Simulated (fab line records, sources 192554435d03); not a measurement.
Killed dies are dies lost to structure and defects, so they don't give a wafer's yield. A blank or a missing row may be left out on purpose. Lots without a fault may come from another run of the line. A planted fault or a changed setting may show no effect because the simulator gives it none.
Which tool did it? | flow n5_finfet | 24 lots, 72 wafers sampled, at 6 steps of a route of 1938

WHAT THE GAUGES READ, wafer by wafer
The record holds no reading of a measuring or inspecting step that can be judged against a usual standard deviation.

WHICH TOOL RAN EACH LOT (tool, then ch and the chambers of the sampled wafers, then the start)
lot  | N5_BEOL_M4_ETCH_64                 | N5_BEOL_M4_HM_OPEN_17             | N5_BEOL_M4_DEGAS_44          | N5_BEOL_M4_ANNEAL_91         | N5_BEOL_M4_SPUTTER_96        | N5_BEOL_M5_ILD_DEP_00
L074 | rie_diel-02 ch 0,1,3, day 8 00:35  | rie_metal-03 ch 0,1, day 8 00:45  | pvd_sputter-03, day 8 05:28  | pvd_sputter-03, day 8 09:08  | pvd_sputter-03, day 8 09:43  | pecvd-01 ch 0,2, day 8 11:47
L075 | rie_diel-03 ch 0,1,3, day 8 03:21  | rie_metal-01 ch 0,1, day 8 03:31  | pvd_sputter-02, day 8 05:36  | pvd_sputter-02, day 8 09:32  | pvd_sputter-02, day 8 10:11  | pecvd-02 ch 0,1, day 8 12:16
L076 | rie_diel-02 ch 1,2,3, day 8 11:16  | rie_metal-03 ch 0,1, day 8 11:26  | pvd_sputter-02, day 8 15:13  | pvd_sputter-02, day 8 18:32  | pvd_sputter-02, day 8 19:07  | pecvd-04 ch 0,1,2, day 8 21:11
L077 | rie_diel-04 ch 0,1,2, day 8 11:31  | rie_metal-02 ch 0,1, day 8 11:41  | pvd_sputter-02, day 8 21:16  | pvd_sputter-02, day 8 23:22  | pvd_sputter-02, day 8 23:56  | pecvd-04 ch 0,2, day 9 02:07
L078 | rie_diel-02 ch 0,3, day 8 11:40    | rie_metal-01 ch 0,1, day 8 11:51  | pvd_sputter-03, day 8 21:10  | pvd_sputter-03, day 8 23:11  | pvd_sputter-03, day 8 23:46  | pecvd-04 ch 0,2, day 9 01:53
L079 | rie_diel-02 ch 1,2,3, day 9 06:55  | rie_metal-01 ch 0,1, day 9 07:05  | pvd_sputter-01, day 9 13:29  | pvd_sputter-03, day 9 15:29  | pvd_sputter-03, day 9 16:04  | pecvd-04 ch 0,1, day 9 18:14
L080 | rie_diel-02 ch 0,2,3, day 9 13:07  | rie_metal-01 ch 0,1, day 9 13:17  | pvd_sputter-01, day 9 16:41  | pvd_sputter-03, day 9 18:34  | pvd_sputter-03, day 9 19:08  | pecvd-04 ch 0,2, day 9 21:22
L081 | rie_diel-02 ch 1,2,3, day 9 14:40  | rie_metal-03 ch 0,1, day 9 14:50  | pvd_sputter-02, day 9 20:17  | pvd_sputter-01, day 9 22:37  | pvd_sputter-01, day 9 23:12  | pecvd-01 ch 0, day 10 02:34
L082 | rie_diel-03 ch 1,2,3, day 9 20:04  | rie_metal-01 ch 0,1, day 9 20:15  | pvd_sputter-02, day 9 23:01  | pvd_sputter-03, day 10 02:23 | pvd_sputter-03, day 10 02:58 | pecvd-01 ch 0,2, day 10 05:05
L084 | rie_diel-04 ch 1,3, day 9 20:44    | rie_metal-03 ch 1, day 9 20:55    | pvd_sputter-02, day 10 04:10 | pvd_sputter-01, day 10 06:08 | pvd_sputter-01, day 10 06:43 | pecvd-02 ch 0,1,2, day 10 09:03
L083 | rie_diel-04 ch 0,3, day 9 20:59    | rie_metal-01 ch 0,1, day 9 21:11  | pvd_sputter-01, day 10 04:05 | pvd_sputter-02, day 10 05:56 | pvd_sputter-02, day 10 06:31 | pecvd-01 ch 0,2, day 10 08:56
L085 | rie_diel-02 ch 1,3, day 10 15:41   | rie_metal-03 ch 1, day 10 15:56   | pvd_sputter-02, day 11 01:59 | pvd_sputter-01, day 11 04:02 | pvd_sputter-01, day 11 04:37 | pecvd-01 ch 0,2, day 11 06:41
L086 | rie_diel-03 ch 0,2,3, day 11 03:10 | rie_metal-01 ch 0,1, day 11 03:23 | pvd_sputter-01, day 11 06:38 | pvd_sputter-03, day 11 09:01 | pvd_sputter-03, day 11 09:35 | pecvd-04 ch 0,1,2, day 11 11:40
L089 | rie_diel-02 ch 2,3, day 11 08:38   | rie_metal-02 ch 0,1, day 11 08:50 | pvd_sputter-03, day 11 15:00 | pvd_sputter-02, day 11 17:23 | pvd_sputter-02, day 11 17:58 | pecvd-01 ch 0,1, day 11 20:09
L088 | rie_diel-03 ch 0,2, day 11 12:01   | rie_metal-02 ch 0,1, day 11 12:11 | pvd_sputter-02, day 11 18:52 | pvd_sputter-01, day 11 22:16 | pvd_sputter-01, day 11 22:51 | pecvd-02 ch 1,2, day 12 01:19
L090 | rie_diel-02 ch 0,1, day 11 13:31   | rie_metal-01 ch 0,1, day 11 13:42 | pvd_sputter-02, day 11 22:59 | pvd_sputter-01, day 12 01:16 | pvd_sputter-01, day 12 01:51 | pecvd-04 ch 0,1, day 12 04:10
L087 | rie_diel-02 ch 1,2,3, day 11 23:44 | rie_metal-03 ch 1, day 11 23:55   | pvd_sputter-02, day 12 08:44 | pvd_sputter-03, day 12 10:58 | pvd_sputter-03, day 12 11:32 | pecvd-04 ch 0,2, day 12 13:37
L092 | rie_diel-04 ch 1,3, day 12 04:18   | rie_metal-03 ch 0,1, day 12 04:29 | pvd_sputter-03, day 12 13:24 | pvd_sputter-02, day 12 15:16 | pvd_sputter-02, day 12 15:50 | pecvd-01 ch 0,1, day 12 17:59
L093 | rie_diel-02 ch 0,2,3, day 12 12:18 | rie_metal-01 ch 0,1, day 12 12:28 | pvd_sputter-01, day 12 22:48 | pvd_sputter-03, day 13 02:07 | pvd_sputter-03, day 13 02:41 | pecvd-04 ch 0,2, day 13 04:49
L094 | rie_diel-03 ch 0,1,3, day 12 17:01 | rie_metal-01 ch 0,1, day 12 17:11 | pvd_sputter-02, day 12 22:47 | pvd_sputter-02, day 13 02:36 | pvd_sputter-02, day 13 03:11 | pecvd-02 ch 0,1,2, day 13 05:31
L091 | rie_diel-04 ch 1,2,3, day 12 23:37 | rie_metal-03 ch 0,1, day 12 23:47 | pvd_sputter-03, day 13 08:10 | pvd_sputter-03, day 13 10:15 | pvd_sputter-03, day 13 10:50 | pecvd-02 ch 0,2, day 13 13:14
L095 | rie_diel-02 ch 0,2,3, day 12 23:46 | rie_metal-01 ch 0,1, day 12 23:58 | pvd_sputter-02, day 13 08:10 | pvd_sputter-02, day 13 10:21 | pvd_sputter-02, day 13 10:56 | pecvd-04 ch 0,1,2, day 13 13:18
L096 | rie_diel-04 ch 0,1,2, day 13 04:08 | rie_metal-02 ch 0,1, day 13 04:19 | pvd_sputter-03, day 13 08:15 | pvd_sputter-01, day 13 11:26 | pvd_sputter-01, day 13 12:01 | pecvd-01 ch 1,2, day 13 14:10
L097 | rie_diel-02 ch 0,1,2, day 13 14:35 | rie_metal-01 ch 0,1, day 13 14:48 | pvd_sputter-03, day 13 18:25 | pvd_sputter-01, day 13 20:22 | pvd_sputter-01, day 13 20:57 | pecvd-01 ch 0,1, day 13 23:06
- N5_BEOL_M4_ETCH_64: etches SOC in N2/H2, target depth 75 nm, overetch 22.5 nm, time 121.9 s.
- N5_BEOL_M4_HM_OPEN_17: chemistry Cl2/BCl3, target TiN, target depth 20 nm, overetch 6 nm.
- N5_BEOL_M4_DEGAS_44: time 60 s.
- N5_BEOL_M4_ANNEAL_91: time 240 s.
- N5_BEOL_M4_SPUTTER_96: material Cu, target thk 4.5 nm, time 8.29 s.
- N5_BEOL_M5_ILD_DEP_00: deposits SiCOH lowk from DEMS/porogen, target thk 140.64 nm, time 25.9 s.

WHAT THE TOOLS THEMSELVES READ (means of the sampled wafers that have a number; where no wafer has one, the mark that the record gives instead)
N5_BEOL_M4_ETCH_64. Usual: drypump_motor_current_A 5.9 A, standard deviation 0.34; oes_product_au 0.60 a.u., standard deviation 0.063; rf_vpp_V 523.8 V, standard deviation 2.4; showerhead_plenum_p_Torr 2.53 Torr, standard deviation 0.086; throttle_valve_pct 17.76 %, standard deviation 0.19.
lot  | tool        | drypump_motor_current_A (A) | oes_product_au (a.u.) | rf_vpp_V (V) | showerhead_plenum_p_Torr (Torr) | throttle_valve_pct (%) | flag
L074 | rie_diel-02 | 6.0                         | 0.63                  | 523.0        | 2.53                            | 17.72                  |
L075 | rie_diel-03 | 6.2                         | 0.56                  | 522.0        | 2.45                            | 17.90                  |
L076 | rie_diel-02 | 5.8                         | 0.60                  | 526.1        | 2.59                            | 17.75                  |
L077 | rie_diel-04 | 6.1                         | 0.63                  | 525.3        | 2.56                            | 17.60                  |
L078 | rie_diel-02 | 6.0                         | 0.67                  | 523.2        | 2.51                            | 17.74                  |
L079 | rie_diel-02 | 5.8                         | 0.59                  | 525.8        | 2.58                            | 17.78                  |
L080 | rie_diel-02 | 5.9                         | 0.62                  | 524.3        | 2.56                            | 17.78                  |
L081 | rie_diel-02 | 5.8                         | 0.59                  | 524.6        | 2.58                            | 17.78                  |
L082 | rie_diel-03 | 6.1                         | 0.55                  | 522.6        | 2.49                            | 17.95                  |
L084 | rie_diel-04 | 5.9                         | 0.63                  | 522.2        | 2.51                            | 17.60                  |
L083 | rie_diel-04 | 5.6                         | 0.68                  | 527.1        | 2.67                            | 17.64                  |
L085 | rie_diel-02 | 5.7                         | 0.61                  | 524.5        | 2.57                            | 17.78                  |
L086 | rie_diel-03 | 5.9                         | 0.55                  | 520.9        | 2.46                            | 17.85                  |
L089 | rie_diel-02 | 5.8                         | 0.58                  | 525.8        | 2.62                            | 17.84                  |
L088 | rie_diel-03 | 5.9                         | 0.56                  | 522.2        | 2.48                            | 17.76                  |
L090 | rie_diel-02 | 6.2                         | 0.55                  | 522.7        | 2.48                            | 17.73                  |
L087 | rie_diel-02 | 5.8                         | 0.57                  | 525.1        | 2.57                            | 17.81                  |
L092 | rie_diel-04 | 5.9                         | 0.62                  | 521.9        | 2.50                            | 17.63                  |
L093 | rie_diel-02 | 5.9                         | 0.60                  | 524.6        | 2.55                            | 17.83                  |
L094 | rie_diel-03 | 6.2                         | 0.61                  | 521.8        | 2.44                            | 17.81                  |
L091 | rie_diel-04 | 5.8                         | 0.65                  | 523.0        | 2.52                            | 17.71                  |
L095 | rie_diel-02 | 5.9                         | 0.60                  | 524.5        | 2.55                            | 17.84                  |
L096 | rie_diel-04 | 6.1                         | 0.66                  | 523.3        | 2.55                            | 17.52                  |
L097 | rie_diel-02 | 6.1                         | 0.63                  | 522.9        | 2.52                            | 17.70                  |

N5_BEOL_M4_HM_OPEN_17. Usual: drypump_motor_current_A 5.5 A, standard deviation 0.44; oes_product_au 0.59 a.u., standard deviation 0.076; throttle_valve_pct 22.4 %, standard deviation 0.31.
lot  | tool         | drypump_motor_current_A (A) | oes_product_au (a.u.) | throttle_valve_pct (%) | flag
L074 | rie_metal-03 | 5.8                         | 0.56                  | 22.4                   |
L075 | rie_metal-01 | 5.4                         | 0.59                  | 22.3                   |
L076 | rie_metal-03 | 5.8                         | 0.56                  | 22.4                   |
L077 | rie_metal-02 | 5.4                         | 0.68                  | 22.0                   |
L078 | rie_metal-01 | 5.4                         | 0.59                  | 22.3                   |
L079 | rie_metal-01 | 5.4                         | 0.57                  | 22.6                   |
L080 | rie_metal-01 | 5.4                         | 0.58                  | 22.3                   |
L081 | rie_metal-03 | 5.8                         | 0.56                  | 22.4                   |
L082 | rie_metal-01 | 5.4                         | 0.56                  | 22.6                   |
L084 | rie_metal-03 | 6.3                         | 0.58                  | 22.3                   |
L083 | rie_metal-01 | 5.4                         | 0.56                  | 22.6                   |
L085 | rie_metal-03 | 6.3                         | 0.57                  | 22.3                   |
L086 | rie_metal-01 | 5.4                         | 0.57                  | 22.6                   |
L089 | rie_metal-02 | 5.3                         | 0.61                  | 22.1                   |
L088 | rie_metal-02 | 5.3                         | 0.61                  | 22.0                   |
L090 | rie_metal-01 | 5.5                         | 0.55                  | 22.6                   |
L087 | rie_metal-03 | 6.3                         | 0.57                  | 22.3                   |
L092 | rie_metal-03 | 5.3                         | 0.74                  | 22.4                   |
L093 | rie_metal-01 | 5.4                         | 0.57                  | 22.3                   |
L094 | rie_metal-01 | 5.4                         | 0.55                  | 22.6                   |
L091 | rie_metal-03 | 5.3                         | 0.72                  | 22.4                   |
L095 | rie_metal-01 | 5.4                         | 0.55                  | 22.6                   |
L096 | rie_metal-02 | 5.3                         | 0.61                  | 22.1                   |
L097 | rie_metal-01 | 5.4                         | 0.55                  | 22.6                   |

N5_BEOL_M4_DEGAS_44. Usual: heater_power_w 339 W, standard deviation 41.
lot  | tool           | heater_power_w (W) | flag
L074 | pvd_sputter-03 | 334                |
L075 | pvd_sputter-02 | 339                |
L076 | pvd_sputter-02 | 358                |
L077 | pvd_sputter-02 | 352                |
L078 | pvd_sputter-03 | 327                |
L079 | pvd_sputter-01 | 341                |
L080 | pvd_sputter-01 | 345                |
L081 | pvd_sputter-02 | 357                |
L082 | pvd_sputter-02 | 386                |
L084 | pvd_sputter-02 | 351                |
L083 | pvd_sputter-01 | 328                |
L085 | pvd_sputter-02 | 354                |
L086 | pvd_sputter-01 | 346                |
L089 | pvd_sputter-03 | 330                |
L088 | pvd_sputter-02 | 327                |
L090 | pvd_sputter-02 | 330                |
L087 | pvd_sputter-02 | 393                |
L092 | pvd_sputter-03 | 327                |
L093 | pvd_sputter-01 | 319                |
L094 | pvd_sputter-02 | 376                |
L091 | pvd_sputter-03 | 322                |
L095 | pvd_sputter-02 | 323                |
L096 | pvd_sputter-03 | 334                |
L097 | pvd_sputter-03 | 324                |

N5_BEOL_M4_ANNEAL_91. Usual: heater_power_w 847 W, standard deviation 89.
lot  | tool           | heater_power_w (W) | flag
L074 | pvd_sputter-03 | 817                |
L075 | pvd_sputter-02 | 785                |
L076 | pvd_sputter-02 | 831                |
L077 | pvd_sputter-02 | 881                |
L078 | pvd_sputter-03 | 815                |
L079 | pvd_sputter-03 | 816                |
L080 | pvd_sputter-03 | 843                |
L081 | pvd_sputter-01 | 864                |
L082 | pvd_sputter-03 | 819                |
L084 | pvd_sputter-01 | 848                |
L083 | pvd_sputter-02 | 967                |
L085 | pvd_sputter-01 | 831                |
L086 | pvd_sputter-03 | 780                |
L089 | pvd_sputter-02 | 842                |
L088 | pvd_sputter-01 | 802                |
L090 | pvd_sputter-01 | 812                |
L087 | pvd_sputter-03 | 833                |
L092 | pvd_sputter-02 | 842                |
L093 | pvd_sputter-03 | 813                |
L094 | pvd_sputter-02 | 926                |
L091 | pvd_sputter-03 | 814                |
L095 | pvd_sputter-02 | 915                |
L096 | pvd_sputter-01 | 901                |
L097 | pvd_sputter-01 | 777                |

N5_BEOL_M4_SPUTTER_96. Usual: throttle_valve_pct 30.0 %, standard deviation 1.2.
lot  | tool           | throttle_valve_pct (%) | flag
L074 | pvd_sputter-03 | 31.4                   |
L075 | pvd_sputter-02 | 30.8                   |
L076 | pvd_sputter-02 | 30.4                   |
L077 | pvd_sputter-02 | 29.6                   |
L078 | pvd_sputter-03 | 31.1                   |
L079 | pvd_sputter-03 | 31.0                   |
L080 | pvd_sputter-03 | 31.0                   |
L081 | pvd_sputter-01 | 29.4                   |
L082 | pvd_sputter-03 | 30.6                   |
L084 | pvd_sputter-01 | 29.9                   |
L083 | pvd_sputter-02 | 27.9                   |
L085 | pvd_sputter-01 | 29.9                   |
L086 | pvd_sputter-03 | 30.8                   |
L089 | pvd_sputter-02 | 29.0                   |
L088 | pvd_sputter-01 | 29.4                   |
L090 | pvd_sputter-01 | 29.6                   |
L087 | pvd_sputter-03 | 30.5                   |
L092 | pvd_sputter-02 | 28.9                   |
L093 | pvd_sputter-03 | 30.6                   |
L094 | pvd_sputter-02 | 29.1                   |
L091 | pvd_sputter-03 | 30.7                   |
L095 | pvd_sputter-02 | 28.3                   |
L096 | pvd_sputter-01 | 29.6                   |
L097 | pvd_sputter-01 | 29.4                   |

N5_BEOL_M5_ILD_DEP_00. Usual: heater_power_w 315 W, standard deviation 47; showerhead_plenum_p_Torr 5.734 Torr, standard deviation 0.018; throttle_valve_pct 14.1 %, standard deviation 0.65.
lot  | tool     | heater_power_w (W) | showerhead_plenum_p_Torr (Torr) | throttle_valve_pct (%) | flag
L074 | pecvd-01 | 351                | 5.740                           | 13.9                   |
L075 | pecvd-02 | 234                | 5.734                           | 14.3                   |
L076 | pecvd-04 | 290                | 5.729                           | 14.3                   |
L077 | pecvd-04 | 308                | 5.719                           | 13.5                   |
L078 | pecvd-04 | 293                | 5.714                           | 14.0                   |
L079 | pecvd-04 | 295                | 5.723                           | 14.5                   |
L080 | pecvd-04 | 309                | 5.722                           | 13.5                   |
L081 | pecvd-01 | 389                | 5.724                           | 14.2                   |
L082 | pecvd-01 | 356                | 5.723                           | 13.8                   |
L084 | pecvd-02 | 308                | 5.734                           | 14.2                   |
L083 | pecvd-01 | 304                | 5.734                           | 13.9                   |
L085 | pecvd-01 | 343                | 5.741                           | 13.7                   |
L086 | pecvd-04 | 297                | 5.735                           | 14.3                   |
L089 | pecvd-01 | 367                | 5.745                           | 14.4                   |
L088 | pecvd-02 | 283                | 5.731                           | 13.7                   |
L090 | pecvd-04 | 310                | 5.744                           | 14.6                   |
L087 | pecvd-04 | 285                | 5.706                           | 14.1                   |
L092 | pecvd-01 | 377                | 5.733                           | 14.4                   |
L093 | pecvd-04 | 287                | 5.722                           | 14.4                   |
L094 | pecvd-02 | 304                | 5.741                           | 14.1                   |
L091 | pecvd-02 | 378                | 5.746                           | 14.3                   |
L095 | pecvd-04 | 290                | 5.727                           | 14.3                   |
L096 | pecvd-01 | 347                | 5.757                           | 14.1                   |
L097 | pecvd-01 | 317                | 5.744                           | 14.7                   |

THE ANSWER, worked out from the rows above alone
Rule: a lot is off if the mean of its wafers that have a number lies more than 3 standard deviations from the usual mean. A lot without any number at a reading at which 4 lots or more have one is off too. The other lots that the step has rows for count as sound. The gauges are gone through in route order, then the tools' own readings, and for those a lot's mean is taken as printed above. The first step at which some lot is off is used, and at that step the reading that is off furthest; a lot without a number counts as furthest.
No lot is off at any reading shown: from this, nothing can be told.

WHAT THE SIMULATOR HAD PUT IN
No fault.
